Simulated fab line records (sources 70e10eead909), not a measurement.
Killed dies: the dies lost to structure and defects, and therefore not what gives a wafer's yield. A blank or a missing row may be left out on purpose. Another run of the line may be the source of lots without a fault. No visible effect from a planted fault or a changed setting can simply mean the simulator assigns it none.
fab line records	flow nand_harc
record: lots: 24	wafers: 72	last_day: 33
route steps=1302 shown A_STAIRCASE@704
lots untouched by any fault: they come from a run of this same line in which no faults occurred
start_h: start of the lot's first displayed wafer, in hours after the record's first day	wait_h: hours since the lot's step before	" same as the row above	L1.1+2: several wafers, shown together as one row	- no value present, or no start provided	* or withheld: withheld	< > ~ a bound
route shown NAME@n: NAME is a module with steps in the file, n the number in the route of the first one	usual: the fault-free wafers' mean and standard deviation	same: alike in all rows	chamber/n: place in a boat	sites: readings site by site	_std_site: their standard deviation	_edge_site: outer sites' mean less inner sites'	radius_mm: for every site, how far away it sits from the centre of the wafer	mask NAME#n: copy n	behind: the tool/chamber that last shaped the wafer	hold: reason for holding the lot/hours on hold/outcome of the hold	device: whichever transistor did not switch (one of n, p or np)	end of line: at the end of the route, the tests of the same wafers	step lacking rows: just its recipe	killed: not the wafer's yield, but the dies lost to structure and defects at the first sort	map: per-die view of a wafer (x killed, . not killed, _ where there is no die)
set.NAME: the setting that was run; set.NAME@STEP: the one run at that earlier step	model.NAME: the simulator's own value behind a step, which no gauge read
one table for each step of the route and one row for each wafer, over a sample of lots
services: from which hour (start_h, from the record's first day; less than 0 if before it) a tool's chamber was out of use, for how many hours, and why
== steps ==
step: NHARC_A_STAIRCASE_ETCH_190
recipe: target_depth_a: 1000	time_s: 40.5	ion_energy_ev: 400	c4f8_flow_sccm: 20	o2_flow_sccm: 10	ar_flow_sccm: withheld	rf_w: 600	bias_w: 1000	chemistry: C4F8/O2
usual: oes_product_au: 0.946/0.0092	rf_fwd_power_W: 591.7/2.6	rf_vpp_V: 896/5.8
lot.wafer	tool	chamber	start_h	wait_h	oes_product_au	rf_fwd_power_W	rf_hours_counter_h	rf_vpp_V
L074.1	rie_diel-09	1	-	-	0.956	589.8	9	889
L074.3	"	0	"	"	0.949	592.3	10	895
L074.6	"	2	"	"	0.955	593.1	-	899
L075.2	rie_diel-09	3	-	-	0.950	591.4	16	902
L075.4	"	0	"	"	0.937	588.8	18	897
L075.3	"	1	"	"	0.934	592.3	16	887
L077.1	rie_diel-09	1	-	-	0.958	587.9	20	888
L077.4	"	0	"	"	0.949	592.0	22	896
L077.5	"	2	"	"	0.952	593.3	-	899
L078.2	rie_diel-13	2	-	-	0.930	589.9	7	890
L078.3	"	0	"	"	0.939	595.9	11	890
L078.5	"	1	"	"	0.929	595.1	-	895
L076.3	rie_diel-12	1	-	-	0.943	595.4	36	894
L076.2	"	2	"	"	0.941	588.2	38	890
L076.1	"	3	"	"	0.959	588.5	39	904
L079.3	rie_diel-13	3	-	-	0.947	592.5	24	900
L079.2	"	2	"	"	0.966	587.0	20	890
L079.5	"	0	"	"	0.948	591.1	-	890
L080.1	rie_diel-12	0	-	-	0.943	589.5	46	887
L080.2	"	1	"	"	0.953	593.7	44	894
L080.5	"	3	"	"	0.940	594.2	-	903
L081.2	rie_diel-13	2	-	-	0.958	589.9	27	890
L081.1	"	3	"	"	0.950	594.7	31	901
L081.5	"	2	"	"	0.956	588.8	-	891
L082.1	rie_diel-12	3	-	-	0.960	593.1	51	902
L082.4	"	1	"	"	0.941	593.0	53	894
L082.6	"	3	"	"	0.952	591.7	-	902
L083.2	rie_diel-12	1	-	-	0.936	595.6	56	895
L083.3	"	0	"	"	0.958	589.6	56	886
L083.6	"	2	"	"	0.944	590.6	-	891
L085.2	rie_diel-13	2	-	-	0.969	589.6	37	890
L085.5	"	2	"	"	0.961	588.9	-	890
L085.6	"	3	"	"	0.938	595.5	-	900
L084.1	rie_diel-09	3	-	-	0.944	588.1	47	900
L084.4	"	1	"	"	0.962	587.6	51	886
L084.5	"	3	"	"	0.947	588.0	-	900
L086.4	rie_diel-12	0	-	-	0.943	591.2	6	906
L086.2	"	1	"	"	0.955	592.7	9	894
L086.5	"	0	"	"	0.940	589.8	-	906
L087.3	rie_diel-12	2	-	-	0.953	588.7	11	891
L087.4	"	3	"	"	0.937	590.3	11	903
L087.2	"	1	"	"	0.956	592.4	11	893
L089.1	rie_diel-12	1	-	-	0.947	594.4	19	895
L089.3	"	2	"	"	0.950	592.1	19	888
L089.4	"	0	"	"	0.952	586.0	15	906
L088.4	rie_diel-09	2	-	-	0.929	593.7	2	897
L088.3	"	0	"	"	0.948	591.7	2	894
L088.6	"	1	"	"	0.947	588.9	-	907
L090.4	rie_diel-09	3	-	-	0.946	591.0	7	899
L090.6	"	0	"	"	0.938	591.1	-	894
L090.5	"	1	"	"	0.930	587.6	-	903
L091.3	rie_diel-12	1	-	-	0.942	590.0	26	893
L091.1	"	2	"	"	0.939	591.1	25	889
L091.4	"	3	"	"	0.941	592.2	23	901
L092.2	rie_diel-13	1	-	-	0.937	590.4	8	894
L092.4	"	2	"	"	0.966	591.0	8	891
L092.6	"	1	"	"	0.941	594.8	-	892
L095.4	rie_diel-12	3	-	-	0.928	590.5	32	903
L095.1	"	2	"	"	0.953	588.2	34	889
L095.5	"	3	"	"	0.939	590.4	-	901
L094.2	rie_diel-09	0	-	-	0.931	589.6	20	894
L094.5	"	0	"	"	0.928	594.3	-	894
L094.6	"	1	"	"	0.951	588.7	-	905
L093.1	rie_diel-13	0	-	-	0.934	596.4	16	888
L093.6	"	2	"	"	0.970	592.9	-	889
L093.5	"	3	"	"	0.951	593.3	-	900
L096.1	rie_diel-09	1	-	-	0.946	590.7	20	904
L096.5	"	0	"	"	0.956	589.6	-	893
L096.6	"	1	"	"	0.951	589.9	-	904
L097.2	rie_diel-09	2	-	-	0.936	594.8	23	896
L097.1	"	3	"	"	0.948	587.8	25	900
L097.6	"	1	"	"	0.940	589.1	-	906
step: NHARC_A_STAIRCASE_TRIM_193
recipe: time_s: 211.2	o2_flow_sccm: 500	ar_flow_sccm: 0	bias_w: 0	chemistry: O2
usual: drypump_motor_current_A: 5.7/0.61	oes_product_au: 1.001/0.0072	rf_vpp_V: 57.8/0.9	showerhead_plenum_p_Torr: 3.52/0.16	throttle_valve_pct: 17.036/0.0084
lot.wafer	tool	chamber	start_h	wait_h	drypump_motor_current_A	oes_product_au	rf_hours_counter_h	rf_vpp_V	showerhead_plenum_p_Torr	throttle_valve_pct
L074.1	rie_diel-09	2	-	-	5.7	0.982	8	57.4	3.59	17.040
L074.3	"	0	"	"	5.2	1.002	10	57.3	3.52	17.030
L074.6	"	1	"	"	5.5	1.009	-	56.5	3.29	17.032
L075.2	rie_diel-09	0	-	-	5.2	0.997	19	58.7	3.51	17.031
L075.3	"	1	"	"	5.5	1.004	16	57.6	3.29	17.023
L075.4	"	3	"	"	6.5	0.994	16	57.4	3.66	17.035
L077.1	rie_diel-09	3	-	-	6.5	0.996	20	57.8	3.66	17.036
L077.4	"	2	"	"	5.7	0.996	17	59.2	3.59	17.037
L077.5	"	3	"	"	6.5	0.992	-	57.9	3.66	17.047
L078.2	rie_diel-13	0	-	-	6.5	1.013	11	57.9	3.37	17.023
L078.3	"	2	"	"	5.8	1.013	8	57.8	3.38	17.040
L078.5	"	1	"	"	5.2	1.013	-	57.5	3.50	17.038
L076.3	rie_diel-12	1	-	-	4.8	1.007	36	56.9	3.49	17.061
L076.2	"	2	"	"	6.4	1.005	38	56.7	3.38	17.029
L076.1	"	3	"	"	6.3	0.996	40	57.9	3.72	17.028
L079.2	rie_diel-13	2	-	-	5.8	1.007	20	57.4	3.37	17.041
L079.3	"	3	"	"	5.0	1.005	25	57.0	3.65	17.037
L079.5	"	1	"	"	5.2	0.999	-	58.0	3.49	17.053
L080.1	rie_diel-12	3	-	-	6.3	1.000	44	57.2	3.72	17.025
L080.2	"	0	"	"	5.0	1.001	46	56.7	3.27	17.029
L080.5	"	3	"	"	6.3	1.005	-	57.5	3.72	17.023
L081.1	rie_diel-13	3	-	-	5.0	0.988	31	58.3	3.65	17.051
L081.2	"	0	"	"	6.5	1.015	31	58.1	3.36	17.028
L081.5	"	0	"	"	6.4	1.009	-	57.9	3.36	17.017
L082.1	rie_diel-12	3	-	-	6.3	0.997	51	57.7	3.72	17.033
L082.4	"	0	"	"	5.0	1.005	54	57.8	3.27	17.016
L082.6	"	3	"	"	6.3	0.999	-	58.4	3.72	17.046
L083.2	rie_diel-09	0	446.53	-	5.2	0.984	46	57.5	3.50	17.040
L083.3	"	1	"	"	5.5	0.998	43	56.6	3.27	17.046
L083.6	"	1	"	"	5.5	0.998	-	57.7	3.27	17.031
L085.2	rie_diel-13	2	-	-	5.8	0.995	37	57.5	3.36	17.033
L085.5	"	3	"	"	5.0	1.009	-	58.4	3.65	17.039
L085.6	"	0	"	"	6.5	1.009	-	58.9	3.35	17.042
L084.1	rie_diel-09	2	-	-	5.8	1.008	44	57.2	3.57	17.046
L084.4	"	0	"	"	5.2	1.006	54	57.5	3.49	17.037
L084.5	"	1	"	"	5.5	1.004	-	56.8	3.27	17.036
L086.4	rie_diel-12	2	-	-	6.4	1.009	9	57.0	3.37	17.042
L086.2	"	0	"	"	5.0	0.999	6	60.0	3.80	17.039
L086.5	"	2	"	"	6.4	0.992	-	58.7	3.36	17.035
L087.2	rie_diel-12	1	-	-	4.8	1.003	11	57.0	3.47	17.037
L087.4	"	2	"	"	6.4	1.008	11	58.5	3.36	17.039
L087.3	"	3	"	"	6.4	0.987	11	58.1	3.71	17.022
L089.4	rie_diel-12	3	-	-	6.3	1.000	17	57.4	3.70	17.039
L089.1	"	1	"	"	4.8	1.005	20	57.9	3.47	17.038
L089.3	"	2	"	"	6.5	1.004	20	57.5	3.36	17.023
L088.3	rie_diel-09	1	-	-	5.5	1.001	2	59.2	3.81	17.029
L088.4	"	2	"	"	5.8	0.993	2	55.3	3.56	17.037
L088.6	"	0	"	"	5.2	1.001	-	60.2	3.49	17.031
L090.4	rie_diel-09	0	-	-	5.2	0.996	9	57.2	3.48	17.037
L090.5	"	1	"	"	5.5	1.008	-	58.2	3.80	17.021
L090.6	"	2	"	"	5.8	0.999	-	59.3	3.56	17.040
L091.3	rie_diel-12	3	-	-	6.2	0.996	23	58.5	3.70	17.032
L091.1	"	0	"	"	5.0	0.993	22	59.5	3.80	17.042
L091.4	"	1	"	"	4.8	0.998	27	57.6	3.46	17.023
L092.2	rie_diel-13	3	-	-	5.0	0.997	6	58.4	3.63	17.041
L092.4	"	0	"	"	6.5	0.997	6	56.9	3.34	17.038
L092.6	"	3	"	"	5.0	0.995	-	58.1	3.63	17.040
L095.4	rie_diel-12	0	-	-	5.0	1.001	33	57.7	3.79	17.048
L095.1	"	2	"	"	6.5	0.998	35	58.3	3.35	17.019
L095.5	"	0	"	"	5.0	1.000	-	58.9	3.79	17.025
L094.2	rie_diel-09	1	-	-	5.5	1.005	18	59.0	3.80	17.028
L094.6	"	3	"	"	6.5	0.996	-	57.6	3.63	17.037
L094.5	"	0	"	"	5.2	0.998	-	57.3	3.48	17.039
L093.1	rie_diel-13	0	-	-	6.5	1.003	17	57.8	3.33	17.041
L093.6	"	3	"	"	5.0	1.005	-	57.4	3.62	17.042
L093.5	"	0	"	"	6.5	1.000	-	56.5	3.33	17.032
L096.1	rie_diel-09	0	-	-	5.2	1.006	22	56.9	3.48	17.038
L096.6	"	2	"	"	5.7	1.003	-	57.9	3.56	17.034
L096.5	"	3	"	"	6.5	1.013	-	56.0	3.63	17.014
L097.2	rie_diel-09	3	-	-	6.5	1.021	25	59.0	3.62	17.049
L097.1	"	1	"	"	5.5	1.004	22	59.2	3.80	17.035
L097.6	"	2	"	"	5.8	0.995	-	57.5	3.55	17.031
step: NHARC_A_STAIRCASE_STRIP_205
recipe: power_w: 1500	temp_c: 250	chemistry: O2
usual: drypump_motor_current_A: 5.5/0.58	heater_power_w: 337/17
lot.wafer	tool	chamber	start_h	wait_h	drypump_motor_current_A	heater_power_w	rf_hours_counter_h
L074.1	plasma_asher-01	1	351.44	0.3	6.5	324	0
L074.3	"	1	"	"	6.5	325	-
L074.6	"	0	"	"	4.9	347	-
L075.2	plasma_asher-02	0	362.54	0.1	5.5	358	21
L075.4	"	1	"	"	5.2	310	-
L075.3	"	0	"	"	5.5	358	-
L077.1	plasma_asher-02	0	382.19	0.1	5.5	370	24
L077.4	"	1	"	"	5.2	314	-
L077.5	"	1	"	"	5.2	314	-
L078.2	plasma_asher-02	0	382.77	0.1	5.5	369	24
L078.3	"	0	"	"	5.5	369	-
L078.5	"	1	"	"	5.2	307	-
L076.2	plasma_asher-02	0	405.19	0.1	5.5	363	28
L076.1	"	1	"	"	5.2	310	28
L076.3	"	0	"	"	5.5	357	-
L079.2	plasma_asher-02	1	411.53	0.1	5.2	316	29
L079.3	"	1	"	"	5.2	318	-
L079.5	"	0	"	"	5.5	358	-
L080.2	plasma_asher-01	0	412.80	0.1	4.9	346	12
L080.1	"	1	"	"	6.5	335	12
L080.5	"	1	"	"	6.5	327	-
L081.1	plasma_asher-01	1	435.70	0.1	6.5	324	18
L081.2	"	0	"	"	4.9	340	18
L081.5	"	1	"	"	6.5	318	-
L082.1	plasma_asher-02	1	436.28	0.1	5.2	331	0
L082.4	"	1	"	"	5.2	326	-
L082.6	"	1	"	"	5.2	331	-
L083.2	plasma_asher-02	1	447.93	0.1	5.2	333	3
L083.3	"	0	"	"	5.5	356	-
L083.6	"	0	"	"	5.5	357	-
L085.2	plasma_asher-02	1	464.00	0.1	5.2	342	7
L085.5	"	0	"	"	5.5	365	-
L085.6	"	1	"	"	5.2	332	-
L084.1	plasma_asher-01	0	464.23	0.1	4.9	341	25
L084.4	"	0	"	"	4.9	337	-
L084.5	"	1	"	"	6.5	322	-
L086.2	plasma_asher-02	1	481.88	0.1	5.2	332	9
L086.4	"	1	"	"	5.2	328	-
L086.5	"	0	"	"	5.5	358	-
L087.2	plasma_asher-01	0	495.20	0.1	4.9	344	30
L087.4	"	0	"	"	4.9	344	-
L087.3	"	1	"	"	6.5	324	-
L089.1	plasma_asher-02	0	513.58	0.1	5.5	359	14
L089.4	"	0	"	"	5.5	354	-
L089.3	"	1	"	"	5.2	332	-
L088.3	plasma_asher-01	1	515.14	0.2	6.5	326	-
L088.4	"	0	"	"	4.9	336	-
L088.6	"	1	"	"	6.5	322	-
L090.4	plasma_asher-01	0	533.98	0.2	4.9	341	-
L090.6	"	0	"	"	4.9	348	-
L090.5	"	1	"	"	6.5	322	-
L091.1	plasma_asher-01	0	535.10	0.1	4.9	351	2
L091.3	"	1	"	"	6.5	319	-
L091.4	"	0	"	"	4.9	349	-
L092.2	plasma_asher-01	0	546.45	0.1	4.9	345	3
L092.4	"	0	"	"	4.9	348	-
L092.6	"	0	"	"	4.9	345	-
L095.1	plasma_asher-02	1	563.03	0.1	5.2	339	26
L095.4	"	0	"	"	5.5	357	-
L095.5	"	0	"	"	5.5	359	-
L094.2	plasma_asher-01	1	569.19	0.1	6.5	320	8
L094.5	"	0	"	"	4.9	349	-
L094.6	"	1	"	"	6.5	325	-
L093.1	plasma_asher-02	0	574.44	0.1	5.5	350	29
L093.6	"	1	"	"	5.2	336	-
L093.5	"	0	"	"	5.5	356	-
L096.1	plasma_asher-01	0	578.61	0.1	4.9	347	9
L096.5	"	0	"	"	4.9	349	-
L096.6	"	1	"	"	6.5	334	-
L097.1	plasma_asher-02	0	586.45	0.1	5.5	349	32
L097.2	"	1	"	"	5.2	333	32
L097.6	"	0	"	"	5.5	360	-
step: NHARC_A_STAIRCASE_ETCH_221
recipe: target_depth_a: 1000	time_s: 40.5	ion_energy_ev: 400	c4f8_flow_sccm: 20	o2_flow_sccm: 10	ar_flow_sccm: withheld	rf_w: 600	bias_w: 1000	chemistry: C4F8/O2
usual: oes_product_au: 0.943/0.012	rf_fwd_power_W: 592.0/2.6	rf_vpp_V: 895/5.7
lot.wafer	tool	chamber	start_h	wait_h	oes_product_au	rf_fwd_power_W	rf_hours_counter_h	rf_vpp_V
L074.3	rie_diel-12	3	-	-	0.926	592.6	26	902
L074.1	"	0	"	"	0.936	591.8	27	886
L074.6	"	3	"	"	0.935	591.2	-	903
L075.2	rie_diel-09	2	-	-	0.941	594.1	14	898
L075.3	"	3	"	"	0.944	590.5	16	901
L075.4	"	0	"	"	0.927	591.1	19	894
L077.4	rie_diel-09	0	-	-	0.942	589.3	23	895
L077.1	"	1	"	"	0.948	593.6	20	887
L077.5	"	3	"	"	0.929	590.1	-	902
L078.2	rie_diel-13	0	-	-	0.946	596.3	12	890
L078.3	"	2	"	"	0.942	591.1	9	891
L078.5	"	1	"	"	0.928	596.6	-	896
L076.3	rie_diel-09	1	-	-	0.935	589.3	31	888
L076.1	"	2	"	"	0.914	593.8	26	898
L076.2	"	3	"	"	0.919	587.7	30	900
L079.3	rie_diel-13	1	-	-	0.947	592.6	23	894
L079.2	"	2	"	"	0.945	590.7	21	891
L079.5	"	0	"	"	0.973	596.9	-	891
L080.1	rie_diel-13	2	-	-	0.940	592.7	21	891
L080.2	"	3	"	"	0.934	590.0	26	900
L080.5	"	2	"	"	0.946	590.5	-	889
L081.1	rie_diel-13	2	-	-	0.958	591.6	27	888
L081.2	"	3	"	"	0.939	593.3	31	901
L081.5	"	1	"	"	0.955	592.9	-	894
L082.1	rie_diel-09	3	-	-	0.934	587.6	38	900
L082.4	"	2	"	"	0.952	595.3	35	898
L082.6	"	0	"	"	0.933	592.4	-	895
L083.3	rie_diel-13	3	-	-	0.923	590.9	35	900
L083.2	"	1	"	"	0.929	593.7	34	896
L083.6	"	2	"	"	0.935	591.4	-	890
L085.2	rie_diel-13	1	-	-	0.946	592.3	42	894
L085.6	"	1	"	"	0.952	592.2	-	893
L085.5	"	2	"	"	0.949	588.1	-	891
L084.1	rie_diel-12	2	-	-	0.943	591.8	4	889
L084.4	"	2	"	"	0.949	589.7	-	890
L084.5	"	3	"	"	0.944	588.9	-	902
L086.4	rie_diel-09	3	-	-	0.945	588.1	54	899
L086.2	"	0	"	"	0.954	592.5	60	895
L086.5	"	2	"	"	0.949	594.4	-	898
L087.2	rie_diel-13	1	-	-	0.963	591.6	50	895
L087.3	"	3	"	"	0.939	591.1	55	900
L087.4	"	0	"	"	0.963	595.7	53	888
L089.1	rie_diel-09	3	-	-	0.948	588.5	2	901
L089.3	"	1	"	"	0.933	591.5	3	906
L089.4	"	2	"	"	0.938	599.8	3	898
L088.4	rie_diel-13	3	-	-	0.940	590.1	64	900
L088.3	"	0	"	"	0.950	594.5	63	888
L088.6	"	0	"	"	0.947	593.6	-	889
L090.4	rie_diel-13	0	-	-	0.966	589.8	3	889
L090.6	"	1	"	"	0.942	594.1	-	895
L090.5	"	2	"	"	0.951	591.1	-	890
L091.1	rie_diel-12	2	-	-	0.959	590.2	27	889
L091.3	"	3	"	"	0.946	589.8	25	901
L091.4	"	0	"	"	0.955	590.4	23	906
L092.2	rie_diel-12	2	-	-	0.940	589.6	31	889
L092.4	"	3	"	"	0.959	593.2	29	901
L092.6	"	1	"	"	0.949	590.6	-	893
L095.1	rie_diel-12	2	-	-	0.949	589.8	36	889
L095.4	"	3	"	"	0.956	589.7	33	902
L095.5	"	2	"	"	0.957	590.6	-	891
L094.2	rie_diel-12	3	-	-	0.949	593.1	35	903
L094.5	"	3	"	"	0.933	591.0	-	901
L094.6	"	0	"	"	0.939	589.2	-	906
L093.1	rie_diel-12	2	-	-	0.950	593.4	40	890
L093.5	"	2	"	"	0.958	589.7	-	889
L093.6	"	3	"	"	0.946	591.8	-	902
L096.1	rie_diel-09	2	-	-	0.926	595.9	22	896
L096.5	"	2	"	"	0.928	594.9	-	896
L096.6	"	3	"	"	0.942	588.9	-	900
L097.1	rie_diel-12	1	-	-	0.921	592.4	47	894
L097.2	"	2	"	"	0.919	589.2	44	888
L097.6	"	3	"	"	0.920	589.9	-	903
step: NHARC_A_STAIRCASE_DEP_301
recipe: target_thk_a: 300	target_thk_nm: 30	temp_c: 400	pressure_torr: 3.5	flow_sccm: 200	rf_w: 350	material: SiON
usual: heater_power_w: 796/140	rf_fwd_power_W: 348.5/1.1
lot.wafer	tool	chamber	start_h	wait_h	heater_power_w	rf_fwd_power_W
L074.3	pecvd-02	1	379.03	1.0	606	348.4
L074.1	"	2	"	"	791	348.2
L074.6	"	2	"	"	797	347.0
L075.3	pecvd-03	0	389.05	1.0	664	346.7
L075.2	"	2	"	"	676	348.6
L075.4	"	0	"	"	656	347.1
L078.2	pecvd-01	0	402.69	1.2	714	347.5
L078.3	"	1	"	"	929	348.4
L078.5	"	2	"	"	1013	350.0
L077.1	pecvd-01	2	406.87	1.5	908	349.0
L077.5	"	2	"	"	956	348.2
L077.4	"	1	"	"	912	347.7
L076.3	pecvd-01	0	430.41	1.2	645	349.0
L076.2	"	1	"	"	876	349.0
L076.1	"	2	"	"	997	348.2
L079.2	pecvd-01	0	433.78	1.3	637	351.9
L079.3	"	1	"	"	956	350.1
L079.5	"	0	"	"	648	349.8
L080.2	pecvd-01	2	439.31	1.3	952	348.7
L080.1	"	0	"	"	704	346.5
L080.5	"	2	"	"	960	347.2
L081.1	pecvd-01	2	454.84	1.5	939	350.1
L081.2	"	1	"	"	855	349.1
L081.5	"	2	"	"	927	349.5
L082.1	pecvd-02	1	458.27	1.6	613	347.5
L082.6	"	0	"	"	985	348.0
L082.4	"	1	"	"	618	346.4
L083.2	pecvd-02	2	476.81	1.3	923	348.1
L083.3	"	0	"	"	996	349.7
L083.6	"	2	"	"	936	346.2
L085.2	pecvd-03	1	494.26	1.3	798	347.4
L085.5	"	0	"	"	654	350.1
L085.6	"	2	"	"	662	348.6
L084.1	pecvd-03	0	496.67	1.6	584	348.9
L084.4	"	0	"	"	576	348.7
L084.5	"	1	"	"	784	348.2
L086.2	pecvd-02	1	509.35	1.3	634	347.7
L086.4	"	2	"	"	878	348.8
L086.5	"	0	"	"	992	348.2
L087.2	pecvd-01	1	516.63	1.3	936	345.7
L087.3	"	2	"	"	846	349.7
L087.4	"	2	"	"	876	347.7
L089.3	pecvd-03	1	534.89	0.9	896	347.2
L089.1	"	0	"	"	655	348.4
L089.4	"	0	"	"	654	346.3
L088.3	pecvd-02	1	535.98	1.0	550	349.3
L088.4	"	0	"	"	951	349.5
L088.6	"	1	"	"	538	347.1
L091.3	pecvd-02	1	559.67	1.0	627	347.6
L091.1	"	2	"	"	891	348.7
L091.4	"	1	"	"	608	347.4
L090.5	pecvd-02	2	561.07	0.4	837	348.6
L090.6	"	0	"	"	958	349.3
L090.4	"	1	"	"	597	347.6
L092.2	pecvd-01	2	574.03	1.3	891	348.6
L092.6	"	1	"	"	938	349.6
L092.4	"	0	"	"	718	348.3
L095.1	pecvd-02	0	586.37	1.6	880	349.1
L095.5	"	2	"	"	801	348.8
L095.4	"	1	"	"	604	347.3
L094.2	pecvd-01	1	588.23	1.3	897	348.1
L094.5	"	0	"	"	717	349.1
L094.6	"	1	"	"	908	349.1
L093.1	pecvd-01	2	598.39	1.6	906	348.8
L093.6	"	2	"	"	887	349.6
L093.5	"	0	"	"	645	349.3
L096.1	pecvd-03	0	602.33	1.6	583	347.5
L096.5	"	2	"	"	616	346.3
L096.6	"	0	"	"	607	348.2
L097.1	pecvd-01	0	609.46	1.5	676	347.2
L097.2	"	2	"	"	881	348.7
L097.6	"	0	"	"	682	349.0
step: NHARC_A_STAIRCASE_DESCUM_312
recipe: time_s: 3	o2_flow_sccm: 200	ar_flow_sccm: 0	bias_power_w: 0	chemistry: O2
usual: drypump_motor_current_A: 5.7/0.6	oes_product_au: 1.003/0.0073	rf_vpp_V: 57.9/0.84	showerhead_plenum_p_Torr: 1.91/0.088	throttle_valve_pct: 11.312/0.0096
lot.wafer	tool	chamber	start_h	wait_h	drypump_motor_current_A	oes_product_au	rf_hours_counter_h	rf_vpp_V	showerhead_plenum_p_Torr	throttle_valve_pct
L074.3	rie_diel-13	3	380.00	-	5.0	1.008	10	58.4	1.99	11.323
L074.1	"	0	"	"	6.4	1.005	10	56.7	1.82	11.304
L074.6	"	3	"	"	5.0	1.005	-	58.7	1.99	11.310
L075.3	rie_diel-13	2	389.91	-	5.7	1.006	11	56.9	1.83	11.315
L075.2	"	0	"	"	6.4	1.011	14	57.1	1.82	11.312
L075.4	"	1	"	"	5.2	1.005	13	57.1	1.89	11.316
L078.2	rie_diel-09	0	403.68	-	5.2	0.988	34	56.7	1.90	11.313
L078.3	"	3	"	"	6.5	0.996	29	58.3	1.99	11.318
L078.5	"	1	"	"	5.5	1.015	-	58.4	1.77	11.310
L077.1	rie_diel-12	3	407.74	-	6.3	1.009	43	59.8	2.03	11.298
L077.4	"	0	"	"	5.0	1.014	46	57.7	1.76	11.338
L077.5	"	2	"	"	6.4	1.006	-	57.5	1.83	11.317
L076.2	rie_diel-09	2	431.26	-	5.7	0.999	33	57.8	1.94	11.314
L076.1	"	3	"	"	6.5	1.004	35	59.1	1.98	11.317
L076.3	"	0	"	"	5.2	1.002	42	58.1	1.90	11.302
L079.2	rie_diel-13	3	434.76	-	5.0	0.995	31	57.4	1.98	11.284
L079.3	"	0	"	"	6.5	1.012	31	59.1	1.81	11.300
L079.5	"	0	"	"	6.4	1.005	-	57.3	1.81	11.310
L080.1	rie_diel-09	2	440.26	-	5.7	1.006	35	58.0	1.94	11.313
L080.2	"	0	"	"	5.2	0.999	45	57.5	1.90	11.319
L080.5	"	3	"	"	6.5	1.001	-	57.3	1.98	11.324
L081.1	rie_diel-12	3	455.91	-	6.3	1.000	0	58.1	2.02	11.335
L081.2	"	0	"	"	5.0	0.998	0	59.1	2.08	11.304
L081.5	"	1	"	"	4.8	1.012	-	58.5	1.88	11.304
L082.1	rie_diel-12	0	459.13	-	5.0	1.007	1	58.0	2.08	11.318
L082.4	"	3	"	"	6.3	1.004	1	58.9	2.02	11.322
L082.6	"	0	"	"	5.0	1.002	-	57.8	2.08	11.316
L083.3	rie_diel-12	3	477.80	-	6.3	0.989	8	58.3	2.02	11.309
L083.2	"	0	"	"	5.0	0.993	6	59.2	2.07	11.325
L083.6	"	2	"	"	6.4	1.000	-	56.6	1.82	11.321
L085.2	rie_diel-13	0	495.23	-	6.5	1.009	53	59.0	1.81	11.317
L085.5	"	0	"	"	6.4	1.007	-	57.3	1.81	11.303
L085.6	"	1	"	"	5.2	1.004	-	57.0	1.88	11.320
L084.4	rie_diel-13	1	497.53	-	5.2	1.013	50	57.9	1.88	11.301
L084.1	"	2	"	"	5.8	1.013	50	59.2	1.81	11.328
L084.5	"	1	"	"	5.2	1.007	-	58.7	1.88	11.310
L086.4	rie_diel-09	0	510.29	-	5.2	0.997	1	58.4	1.89	11.316
L086.2	"	1	"	"	5.5	1.011	1	59.7	2.08	11.328
L086.5	"	3	"	"	6.5	1.012	-	58.5	1.98	11.311
L087.2	rie_diel-13	3	517.61	-	5.0	1.010	64	58.4	1.97	11.312
L087.4	"	0	"	"	6.4	1.014	63	56.6	1.80	11.307
L087.3	"	1	"	"	5.2	1.009	58	57.3	1.88	11.323
L089.1	rie_diel-09	3	535.87	-	6.5	1.007	8	57.8	1.97	11.316
L089.3	"	0	"	"	5.2	1.000	10	57.1	1.89	11.317
L089.4	"	1	"	"	5.5	1.005	10	59.7	2.07	11.309
L088.3	rie_diel-13	0	536.94	-	6.4	1.006	3	57.5	1.80	11.307
L088.4	"	2	"	"	5.7	1.013	3	57.8	1.81	11.312
L088.6	"	3	"	"	5.0	0.988	-	58.1	1.97	11.318
L091.3	rie_diel-13	0	560.63	-	6.5	1.009	9	57.5	1.80	11.326
L091.1	"	1	"	"	5.2	1.003	12	58.9	1.88	11.315
L091.4	"	3	"	"	5.0	0.997	8	57.9	1.97	11.318
L090.4	rie_diel-09	2	561.97	-	5.7	0.995	14	58.7	1.93	11.308
L090.5	"	2	"	"	5.7	0.982	-	58.2	1.93	11.306
L090.6	"	3	"	"	6.5	0.996	-	58.0	1.97	11.317
L092.4	rie_diel-13	3	574.85	-	5.0	0.996	16	58.3	1.97	11.317
L092.2	"	1	"	"	5.2	0.992	18	58.5	1.87	11.282
L092.6	"	3	"	"	5.0	1.002	-	57.0	1.97	11.305
L095.1	rie_diel-09	2	587.34	-	5.7	0.999	24	56.7	1.93	11.316
L095.4	"	3	"	"	6.5	1.015	26	58.1	1.97	11.327
L095.5	"	1	"	"	5.5	1.000	-	58.7	2.07	11.328
L094.2	rie_diel-13	0	589.18	-	6.4	1.002	22	58.5	1.80	11.301
L094.5	"	1	"	"	5.1	1.004	-	57.3	1.87	11.308
L094.6	"	2	"	"	5.8	1.003	-	56.7	1.80	11.304
L093.1	rie_diel-09	3	599.26	-	6.5	1.003	28	58.4	1.97	11.308
L093.6	"	2	"	"	5.8	0.997	-	59.0	1.93	11.297
L093.5	"	3	"	"	6.5	1.003	-	58.2	1.97	11.331
L096.1	rie_diel-12	2	603.28	-	6.4	0.996	47	57.5	1.81	11.303
L096.5	"	3	"	"	6.3	0.992	-	58.8	2.01	11.297
L096.6	"	0	"	"	5.0	1.002	-	56.6	2.06	11.316
L097.2	rie_diel-12	2	610.31	-	6.4	1.010	50	56.7	1.81	11.305
L097.1	"	3	"	"	6.3	0.999	47	58.5	2.01	11.304
L097.6	"	3	"	"	6.3	1.004	-	58.0	2.01	11.313
== services ==
tool	chamber	start_h	hours	kind
rie_diel-13	-	334.71	0.5	repair
rie_diel-12	1	339.56	4.2	repair
rie_diel-13	-	342.05	9.0	pm
rie_diel-13	2	361.68	7.6	repair
pecvd-02	-	408.35	13.0	pm
pecvd-01	0	411.01	3.8	repair
rie_diel-09	0	415.18	2.8	repair
plasma_asher-02	-	426.29	9.0	pm
rie_diel-12	-	446.40	9.0	pm
pecvd-01	-	447.24	2.4	repair
plasma_asher-02	-	454.34	0.9	repair
rie_diel-12	0	465.41	9.0	repair
pecvd-01	-	492.61	13.0	pm
rie_diel-09	-	497.46	9.0	pm
rie_diel-13	-	519.05	9.0	pm
plasma_asher-01	-	519.40	9.0	pm
pecvd-01	-	520.98	1.6	repair
rie_diel-13	-	541.96	0.2	repair
rie_diel-09	-	572.15	0.2	repair
pecvd-01	-	572.27	0.9	repair
rie_diel-09	1	573.14	4.5	repair
rie_diel-12	3	581.97	1.5	repair
rie_diel-12	1	602.59	2.8	repair
plasma_asher-02	-	603.49	9.0	pm
== key ==
fault none
